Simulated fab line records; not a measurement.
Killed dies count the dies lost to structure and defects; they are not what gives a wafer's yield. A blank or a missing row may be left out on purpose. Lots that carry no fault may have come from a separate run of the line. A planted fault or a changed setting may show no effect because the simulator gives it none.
Matching of chambers	flow n5Finfet	4 sister chambers for N5_BEOL_M2_ETCH_74 on rieDiel-05
The step etches underlayer in N2/H2, target depth 6.5 nm, time 5.2 s. 4 wafers are shown with their chamber, then 8 later ones without.

== EACH WAFER AND ITS CHAMBER ==
wafer	chamber	drypumpMotorCurrentA (A)
L081.1	1	5.1
L088.5	0	5.8
L088.6	3	6.5
L094.1	2	5.5

== WAFERS MISSING THEIR CHAMBER ==
wafer	drypumpMotorCurrentA (A)
L094.5	5.2
L094.6	6.5
L095.1	5.5
L095.2	6.5
L095.4	5.1
L096.2	5.1
L096.3	6.5
L096.5	5.1

== EACH ONE'S CHAMBER ==
wafer	from the rows above	in truth
L094.5	1	1
L094.6	3	3
L095.1	2	2
L095.2	3	3
L095.4	1	1
L096.2	1	1
L096.3	3	3
L096.5	1	1
Placed correctly: 8 of 8. Number that these rows cannot place: 0. 0 placed wrongly.
How it was worked out, from the rows above alone: a wafer's distance from a chamber is the root of the sum, over the readings, of the square of ((its reading less the chamber's mean) divided by the reading's scatter). If the next closest chamber is less than 2 further off than the closest, the wafer can't be placed; otherwise it belongs to the closest. A chamber's mean is the mean of its shown wafers. The scatter (one wafer shown for each chamber): square how far every hidden wafer sits from the nearest shown wafer, average those squares and take the square root.
